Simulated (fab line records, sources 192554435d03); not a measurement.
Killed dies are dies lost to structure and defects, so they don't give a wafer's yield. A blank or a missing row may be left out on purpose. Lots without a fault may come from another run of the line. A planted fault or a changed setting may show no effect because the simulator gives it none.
Chamber matching | flow n5_finfet | N5_BEOL_M5_CO_CAP_78 on cvd_co-02: 3 sister chambers
The step material Co, precursor CCTBA/H2, target thk 2 nm, time 102.1 s. 14 wafers are shown with their chamber, then 7 later ones without.

WAFERS WITH THEIR CHAMBER
wafer  | chamber | heater_power_w (W) | run_length_s (s)
L722.1 | 0       | 254                | 125.2
L722.4 | 2       | 194                | 123.8
L722.6 | 1       | 226                | 125.5
L721.1 | 0       | 253                | 125.2
L721.4 | 1       | 223                | 125.5
L721.6 | 0       | 268                | 125.4
L723.2 | 0       | 268                | 125.1
L723.4 | 1       | 215                | 126.1
L723.6 | 2       | 193                | 124.8
L725.1 | 2       | 194                | 124.1
L725.3 | 0       | 261                | 125.0
L725.5 | 1       | 223                | 125.5
L728.2 | 0       | 266                | 124.9
L728.4 | 2       | 191                | 123.9

SIGNATURES (means of the wafers above)
reading        | chamber 0 | chamber 1 | chamber 2 | scatter within a chamber
heater_power_w | 261.67    | 221.75    | 193.00    | 5.28
run_length_s   | 125.133   | 125.650   | 124.150   | 0.306
Rule: a wafer's distance from a chamber is the root of the sum, over the readings, of the square of ((its reading less the chamber's mean) divided by the reading's scatter). The wafer belongs to the nearest chamber; if the next one is less than 2 further off, it can't be placed. The scatter: the root of (the sum of the squares of (reading less its chamber's mean) over the shown wafers, divided by (wafers less chambers)).

WAFERS WITHOUT THEIR CHAMBER
wafer  | heater_power_w (W) | run_length_s (s)
L728.6 | 227                | 125.2
L740.2 | 226                | 125.6
L740.5 | 268                | 125.1
L740.6 | 225                | 125.4
L741.1 | 196                | 123.9
L741.2 | 259                | 125.9
L741.5 | 221                | 125.6

WHICH CHAMBER EACH WENT THROUGH
wafer  | from the rows above | in truth
L728.6 | 1                   | 1
L740.2 | 1                   | 1
L740.5 | 0                   | 0
L740.6 | 1                   | 1
L741.1 | 2                   | 2
L741.2 | 0                   | 0
L741.5 | 1                   | 1
Placed correctly: 7 of 7. Can't be placed from these rows: 0. Placed wrongly: 0.
